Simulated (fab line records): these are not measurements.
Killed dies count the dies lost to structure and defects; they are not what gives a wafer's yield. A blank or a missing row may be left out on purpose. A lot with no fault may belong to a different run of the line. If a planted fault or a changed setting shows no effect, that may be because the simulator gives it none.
Comparing a struck lot with a sound one || flow nand-harc || 12 steps out of a route of 1159
Sound: wafers L382.1, L382.2, L382.4. Wafers struck: L389.4, L389.5, L389.6. The cause is named last.
For every step that has rows: the tool of each side, followed by ch and its chambers, followed by its first start. Under that, the readings that differ: sound wafers || struck wafers || difference of the means || sigmas: that difference in standard deviations of wafers without a fault.
alike: readings with means less than 2 such deviations apart, plus words and numbers identical on both sides. not compared: withheld readings, readings lacking a value on some wafer, bounds such as >300 that could conceal the same value, and numbers that have no deviation in the record and whose values overlap.
Wherever a step has rows on one side only, a row that says differs or no value, or a row with sigmas, the two part there. Numbers that don't overlap but have no deviation are shown without sigmas and don't part them. A reading missing from all wafers of one side parts the sides only when that side holds two or more wafers.

NHARC_P_START_INSPECT_01:
  sound: defect-inspect-02 at day 4 18:02; struck: defect-inspect-02 at day 6 12:02
  alike: raw-defect-count
then, 9 steps without rows for these wafers: NHARC_P_ZERO_WELL_PRECLEAN_00 (cleans in SPM, time 600 s); NHARC_P_ZERO_WELL_SRD_01; NHARC_P_ZERO_WELL_PECVD_02 (deposits SiO2, target thk 10 nm); NHARC_P_ZERO_WELL_DEHYDRATE_03 (time 120 s); NHARC_P_ZERO_WELL_HMDS_04 (time 30 s); NHARC_P_ZERO_WELL_COAT_64 (time 65 s); NHARC_P_ZERO_WELL_COAT_05 (resist thk 600 nm); NHARC_P_ZERO_WELL_SOFTBAKE_06 (time 70 s); NHARC_P_ZERO_WELL_EBR_07.
NHARC_P_ZERO_WELL_EXPOSE_08: exposes mask P ZERO, target cd 500 nm.
  sound on krf-scanner-02 ch 0, day 4 19:05; struck on krf-scanner-03, day 6 13:13
  no value came back on the struck wafers for exposure-dose-mJ-cm2, focus-offset-nm (nm); on the sound wafers exposure-dose-mJ-cm2 reads 33.73 33.75 33.76
  alike: mask
then, 1 step without rows for these wafers: NHARC_P_ZERO_WELL_PEB_09 (peb time 80 s).

## WHERE THEY PART
At NHARC_P_ZERO_WELL_EXPOSE_08 and nowhere else, as far as this record goes.

WHY: whatever the simulator had introduced
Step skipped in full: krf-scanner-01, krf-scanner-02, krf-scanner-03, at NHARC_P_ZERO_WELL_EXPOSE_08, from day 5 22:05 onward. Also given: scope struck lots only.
